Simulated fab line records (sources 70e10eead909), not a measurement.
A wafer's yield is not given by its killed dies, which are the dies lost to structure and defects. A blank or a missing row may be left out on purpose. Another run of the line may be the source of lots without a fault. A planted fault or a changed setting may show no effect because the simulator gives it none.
fab line records	flow nandHarc
[record] lots = 7	wafers = 20	lastDay = 25
route steps=1159 shown A_STAIRCASE@543
lots untouched by any fault: they come from a run of this same line in which no faults occurred
startH: start of the lot's first displayed wafer, in hours after the record's first day	waitH: hours elapsed since this lot's preceding step	" identical to the entry in the row above	L1.1+2: a row that stands for several wafers	- no value, or no start given	* or withheld: withheld	< > ~ a bound
route shown NAME@n: a module of which the file shows steps, and the number in the route of the first	usual: mean and standard deviation over wafers with no fault	same: alike in all rows	chamber/n: place in a boat	sites: the reading at each site	_std_site: standard deviation of those values	_edge_site: inner sites' mean taken away from outer sites' mean	radiusMm: how far each site lies from the wafer's centre	mask NAME#n: copy n	behind: tool/chamber where the wafer was last shaped	hold: why the lot went on hold/how many hours it stayed there/how the hold came to an end	device: whichever transistor did not switch (one of n, p or np)	end of line: the route-end tests of the same wafers	for a step that has no rows: nothing shown but its recipe	killed: count of dies lost to structure and defects at first sort (not the wafer's yield)	map: the dies of a wafer, with x for killed, . for not killed, _ for no die there
set.NAME: the run value of the setting; set.NAME@STEP: its run value at that earlier step	model.NAME: the simulator's own value behind a step, which no gauge read
certain route steps with their lots: each step a table, each wafer a row
services: when a tool's chamber went out of use (startH, in hours from the record's first day, below 0 if earlier), for how many hours, and the reason
[[steps]]
[step NHARC_A_STAIRCASE_PEB_07]
[recipe] pebTempC = 115	pebTimeS = 130
[step NHARC_A_STAIRCASE_DEVELOP_08]
[recipe] timeS = 140
[step NHARC_A_STAIRCASE_HARDBAKE_10]
[recipe] tempC = 120	timeS = 140
[step NHARC_A_STAIRCASE_DESCUM_11]
[recipe] timeS = 3	o2FlowSccm = 200	arFlowSccm = 0	biasPowerW = 0	chemistry = O2
[usual] drypumpMotorCurrentA = 5.8/0.37	oesProductAu = 1.001/0.0069	rfVppV = 57.8/0.99	showerheadPlenumPTorr = 1.92/0.11	throttleValvePct = 11.311/0.0089
lot.wafer	tool	chamber	startH	waitH	drypumpMotorCurrentA	oesProductAu	rfHoursCounterH	rfVppV	showerheadPlenumPTorr	throttleValvePct
L805.4	rieDiel-12	3	255.70	-	6.2	0.997	16	57.7	2.01	11.303
L805.1	"	0	"	"	6.1	0.997	16	57.2	1.92	11.316
L805.6	"	2	"	"	5.6	0.991	-	59.3	1.90	11.318
L810.4	rieDiel-01	1	274.91	-	6.0	0.987	48	56.5	2.00	11.302
L810.2	"	0	"	"	5.7	0.998	47	59.6	1.79	11.313
L810.6	"	2	"	"	5.7	0.985	-	58.8	1.80	11.312
L813.4	rieDiel-01	0	297.20	-	5.7	1.005	56	57.0	1.79	11.316
L813.6	"	1	"	"	6.1	1.001	-	56.8	1.99	11.327
L813.5	"	2	"	"	5.7	0.999	-	57.3	1.80	11.295
L814.4	rieDiel-01	1	309.38	-	6.1	0.994	60	59.1	1.99	11.313
L814.2	"	3	"	"	5.6	1.003	62	57.7	2.06	11.307
L817.4	rieDiel-13	1	316.50	-	6.2	1.005	8	57.6	1.98	11.296
L817.6	"	2	"	"	6.0	1.005	-	58.3	2.07	11.320
L817.5	"	3	"	"	6.1	0.994	-	58.2	1.79	11.313
L822.4	rieDiel-12	3	359.18	-	6.2	0.994	54	60.2	1.99	11.296
L822.1	"	1	"	"	5.8	0.995	50	58.7	1.79	11.321
L822.5	"	3	"	"	6.2	1.009	-	58.0	1.99	11.317
L826.4	rieDiel-01	2	371.90	-	5.7	1.001	20	56.6	1.79	11.329
L826.1	"	0	"	"	5.7	1.003	18	59.0	1.78	11.292
L826.5	"	1	"	"	6.1	1.002	-	57.8	1.99	11.312
[step NHARC_A_STAIRCASE_TRIM_12]
[recipe] timeS = 211.2	o2FlowSccm = 500	arFlowSccm = 0	biasW = 0	chemistry = O2
[usual] drypumpMotorCurrentA = 5.8/0.33	oesProductAu = 1.000/0.0069	rfVppV = 57.8/0.94	showerheadPlenumPTorr = 3.52/0.19	throttleValvePct = 17.036/0.0092
lot.wafer	tool	chamber	startH	waitH	drypumpMotorCurrentA	oesProductAu	rfHoursCounterH	rfVppV	showerheadPlenumPTorr	throttleValvePct
L805.4	rieDiel-12	1	255.77	0.1	5.8	0.998	14	57.1	3.34	17.036
L805.1	"	0	"	"	6.1	0.996	16	58.0	3.55	17.020
L805.6	"	1	"	"	5.8	0.992	-	58.8	3.34	17.052
L810.2	rieDiel-01	3	275.07	0.1	5.6	0.990	50	57.0	3.78	17.040
L810.4	"	0	"	"	5.7	1.008	47	57.0	3.32	17.037
L810.6	"	2	"	"	5.8	1.001	-	57.2	3.33	17.024
L813.4	rieDiel-01	2	297.28	0.1	5.7	0.998	59	56.8	3.33	17.038
L813.5	"	0	"	"	5.7	1.009	-	56.5	3.31	17.036
L813.6	"	1	"	"	6.1	0.998	-	58.5	3.67	17.038
L814.2	rieDiel-01	2	309.47	0.1	5.7	0.990	63	57.1	3.33	17.047
L814.4	"	1	"	"	6.1	1.004	60	59.3	3.66	17.057
L817.4	rieDiel-13	1	316.56	0.1	6.2	1.008	8	57.1	3.65	17.041
L817.5	"	1	"	"	6.2	1.000	-	58.1	3.65	17.051
L817.6	"	2	"	"	6.0	1.009	-	58.7	3.80	17.037
L822.1	rieDiel-12	2	359.33	0.1	5.6	0.984	42	57.7	3.49	17.047
L822.4	"	3	"	"	6.2	0.996	54	58.1	3.67	17.058
L822.5	"	1	"	"	5.8	0.996	-	56.6	3.32	17.043
L826.4	rieDiel-01	3	371.98	0.1	5.6	0.993	20	59.0	3.76	17.047
L826.1	"	0	"	"	5.7	0.993	18	56.5	3.30	17.018
L826.5	"	3	"	"	5.5	0.997	-	59.3	3.76	17.048
[step NHARC_A_STAIRCASE_ETCH_13]
[recipe] targetDepthA = 1000	timeS = 40.5	ionEnergyEv = 400	c4f8FlowSccm = 20	o2FlowSccm = 10	arFlowSccm = withheld	rfW = 600	biasW = 1000	chemistry = C4F8/O2
[usual] oesProductAu = 0.938/0.012	rfVppV = 896/7.1
lot.wafer	tool	chamber	startH	waitH	oesProductAu	rfHoursCounterH	rfVppV
L805.4	rieDiel-12	1	-	-	0.940	14	888
L805.1	"	2	"	"	0.937	14	894
L805.6	"	0	"	"	0.956	-	896
L810.2	rieDiel-01	3	-	-	0.928	50	905
L810.4	"	2	"	"	0.921	51	888
L810.6	"	0	"	"	0.932	-	887
L813.4	rieDiel-01	1	-	-	0.933	57	900
L813.5	"	1	"	"	0.923	-	902
L813.6	"	2	"	"	0.913	-	889
L814.2	rieDiel-01	2	-	-	0.945	63	888
L814.4	"	3	"	"	0.949	62	906
L817.4	rieDiel-13	0	-	-	0.932	8	903
L817.5	"	1	"	"	0.932	-	900
L817.6	"	2	"	"	0.937	-	906
L822.4	rieDiel-12	0	-	-	0.915	55	896
L822.1	"	2	"	"	0.919	42	894
L822.5	"	3	"	"	0.925	-	901
L826.1	rieDiel-01	0	-	-	0.950	18	887
L826.4	"	2	"	"	0.944	20	887
L826.5	"	0	"	"	0.958	-	887
[step NHARC_A_STAIRCASE_TRIM_14]
[recipe] timeS = 211.2	o2FlowSccm = 500	arFlowSccm = 0	biasW = 0	chemistry = O2
[step NHARC_A_STAIRCASE_ETCH_15]
[recipe] targetDepthA = 1000	timeS = 40.5	ionEnergyEv = 400	c4f8FlowSccm = 20	o2FlowSccm = 10	arFlowSccm = withheld	rfW = 600	biasW = 1000	chemistry = C4F8/O2
[usual] oesProductAu = 0.942/0.011	rfVppV = 896/7.1
lot.wafer	tool	chamber	startH	waitH	oesProductAu	rfHoursCounterH	rfVppV
L805.4	rieDiel-12	1	-	-	0.944	14	888
L805.1	"	2	"	"	0.925	15	895
L805.6	"	0	"	"	0.957	-	897
L810.2	rieDiel-01	1	-	-	0.936	48	901
L810.4	"	2	"	"	0.933	51	888
L810.6	"	0	"	"	0.935	-	888
L813.4	rieDiel-01	1	-	-	0.946	57	902
L813.6	"	3	"	"	0.932	-	904
L813.5	"	0	"	"	0.950	-	889
L814.2	rieDiel-01	2	-	-	0.942	63	888
L814.4	"	3	"	"	0.936	63	904
L817.4	rieDiel-13	1	-	-	0.942	9	900
L817.5	"	0	"	"	0.933	-	902
L817.6	"	1	"	"	0.953	-	901
L822.4	rieDiel-12	3	-	-	0.937	54	901
L822.1	"	0	"	"	0.938	55	896
L822.5	"	2	"	"	0.930	-	894
L826.1	rieDiel-01	1	-	-	0.935	18	902
L826.4	"	0	"	"	0.935	18	888
L826.5	"	1	"	"	0.933	-	899
[step NHARC_A_STAIRCASE_TRIM_16]
[recipe] timeS = 211.2	o2FlowSccm = 500	arFlowSccm = 0	biasW = 0	chemistry = O2
[step NHARC_A_STAIRCASE_ETCH_17]
[recipe] targetDepthA = 1000	timeS = 40.5	ionEnergyEv = 400	c4f8FlowSccm = 20	o2FlowSccm = 10	arFlowSccm = withheld	rfW = 600	biasW = 1000	chemistry = C4F8/O2
[usual] oesProductAu = 0.940/0.011	rfVppV = 896/7.1
lot.wafer	tool	chamber	startH	waitH	oesProductAu	rfHoursCounterH	rfVppV
L805.4	rieDiel-12	0	-	-	0.963	16	898
L805.1	"	3	"	"	0.959	17	902
L805.6	"	1	"	"	0.947	-	890
L810.2	rieDiel-01	1	-	-	0.935	48	901
L810.4	"	2	"	"	0.922	51	889
L810.6	"	3	"	"	0.924	-	907
L813.4	rieDiel-01	3	-	-	0.935	59	907
L813.5	"	2	"	"	0.941	-	889
L813.6	"	3	"	"	0.940	-	905
L814.2	rieDiel-01	2	-	-	0.945	63	888
L814.4	"	3	"	"	0.940	63	904
L817.4	rieDiel-13	3	-	-	0.939	11	887
L817.6	"	1	"	"	0.940	-	899
L817.5	"	2	"	"	0.951	-	906
L822.1	rieDiel-12	2	-	-	0.935	42	894
L822.4	"	0	"	"	0.943	56	896
L822.5	"	3	"	"	0.925	-	901
L826.4	rieDiel-01	3	-	-	0.942	20	904
L826.1	"	1	"	"	0.939	18	900
L826.5	"	2	"	"	0.937	-	889
[step NHARC_A_STAIRCASE_TRIM_18]
[recipe] timeS = 211.2	o2FlowSccm = 500	arFlowSccm = 0	biasW = 0	chemistry = O2
[step NHARC_A_STAIRCASE_ETCH_19]
[recipe] targetDepthA = 1000	timeS = 40.5	ionEnergyEv = 400	c4f8FlowSccm = 20	o2FlowSccm = 10	arFlowSccm = withheld	rfW = 600	biasW = 1000	chemistry = C4F8/O2
[usual] oesProductAu = 0.941/0.0098	rfVppV = 896/7.1
lot.wafer	tool	chamber	startH	waitH	oesProductAu	rfHoursCounterH	rfVppV
L805.4	rieDiel-12	1	256.63	-	0.957	14	888
L805.1	"	2	"	"	0.941	15	894
L805.6	"	0	"	"	0.953	-	897
L810.4	rieDiel-01	0	275.92	-	0.803	47	888
L810.2	"	3	"	"	0.951	51	905
L810.6	"	1	"	"	0.943	-	903
L813.4	rieDiel-01	2	298.10	-	0.802	59	887
L813.6	"	2	"	"	0.948	-	890
L813.5	"	3	"	"	0.951	-	905
L814.4	rieDiel-01	1	310.42	-	0.808	61	900
L814.2	"	2	"	"	0.959	63	889
L817.4	rieDiel-13	1	318.00	-	0.939	9	901
L817.5	"	2	"	"	0.944	-	905
L817.6	"	3	"	"	0.944	-	888
L822.1	rieDiel-12	0	360.69	-	0.938	56	896
L822.4	"	1	"	"	0.933	51	887
L822.5	"	1	"	"	0.934	-	889
L826.1	rieDiel-01	2	373.30	-	0.939	20	888
L826.4	"	3	"	"	0.934	20	903
L826.5	"	1	"	"	0.941	-	901
[[services]]
tool	chamber	startH	hours	kind
rieDiel-01	0	244.82	-	clean
rieDiel-01	1	244.82	-	clean
rieDiel-01	2	244.82	-	clean
rieDiel-01	3	244.82	-	clean
rieDiel-01	0	269.37	-	clean
rieDiel-01	1	269.37	-	clean
rieDiel-01	2	269.37	-	clean
rieDiel-01	3	269.37	-	clean
rieDiel-13	-	276.21	9.0	pm
rieDiel-01	0	293.87	-	clean
rieDiel-01	1	293.87	-	clean
rieDiel-01	2	293.87	-	clean
rieDiel-01	3	293.87	-	clean
rieDiel-12	2	310.57	12.3	repair
rieDiel-01	-	314.82	9.0	pm
rieDiel-01	0	314.82	9.0	ventCycle
rieDiel-01	1	314.82	9.0	ventCycle
rieDiel-01	2	314.82	9.0	ventCycle
rieDiel-01	3	314.82	9.0	ventCycle
rieDiel-01	0	323.82	-	clean
rieDiel-01	1	323.82	-	clean
rieDiel-01	2	323.82	-	clean
rieDiel-01	3	323.82	-	clean
rieDiel-13	3	371.96	3.1	repair
[[key]]
[firstSign] step = NHARC_A_STAIRCASE_ETCH_19	reading = oesProductAu	direction = down	sigmas = 14	usual = 0.941	struck = 0.804
effect none on later readings
metAt NHARC_A_STAIRCASE_ETCH_19
struckWafers L810.4,L813.4,L814.4
laterRowsLeftOut L810.4,L813.4,L814.4
sortLeftOut L810.4,L813.4,L814.4
testerLeftOut L810,L813,L814
[fault] kind = processParameterDrift	tool = rieDiel-01	chamber = -	onsetH = 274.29	steps = NHARC_A_STAIRCASE_ETCH_19	channel = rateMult	offset = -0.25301	shape = step	endH = 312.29	scope = struckWafersOnly
// testerLeftOut: of these lots the tester's yield and bins aren't shown, on N5 and GAA mostly nor the transistor test; their killed dies are dies lost to structure and defects alone, not to doping, threshold or leakage, so they don't give the yield
// sortLeftOut: the simulated sort isn't trusted on such a fault, so these wafers' sort isn't shown, and their yield isn't known
// laterRowsLeftOut: the simulator's readings of these wafers behind a module that went badly wrong aren't trusted and aren't shown, but for the sort
